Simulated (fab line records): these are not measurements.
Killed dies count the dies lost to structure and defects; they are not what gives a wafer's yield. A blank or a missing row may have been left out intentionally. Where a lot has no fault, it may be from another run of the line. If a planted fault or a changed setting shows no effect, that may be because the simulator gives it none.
Matching of chambers    flow nand-harc    NHARC_P_CONTACT_CMP_01 on cmp-02 has 4 sister chambers
The step polishes SiO2, target thk 200 nm. 4 wafers are shown with their chamber, then 7 later ones without.

## WAFERS PAIRED WITH THEIR CHAMBERS
wafer   chamber  motor-current-A (A)
L443.1  0        10.5
L444.6  2        11.3
L445.2  1        13.0
L445.4  3        11.8

## WAFERS MISSING THEIR CHAMBER
wafer   motor-current-A (A)
L445.6  13.6
L454.1  11.3
L454.2  13.0
L454.3  12.5
L457.1  13.2
L457.5  11.6
L457.6  13.2

## THE CHAMBER EACH PASSED THROUGH
wafer   from the rows above      in truth
L445.6  1                        1
L454.1  can't be placed: 2 or 3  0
L454.2  1                        1
L454.3  can't be placed: 1 or 3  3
L457.1  1                        1
L457.5  can't be placed: 3 or 2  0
L457.6  1                        1
Placed correctly: 4 of 7. Can't be placed from these rows: 3 (the true chamber is among the candidates in 1). Placed wrongly: 0.
How it was worked out, from the rows above alone: a wafer's distance from a chamber is the root of the sum, over the readings, of the square of ((its reading less the chamber's mean) divided by the reading's scatter). The wafer belongs to the nearest chamber; if the next one is less than 2 further off, it can't be placed. A chamber's mean is the mean of its shown wafers. The scatter: root of mean squared gap, hidden wafer to nearest shown wafer, with one shown wafer a chamber.
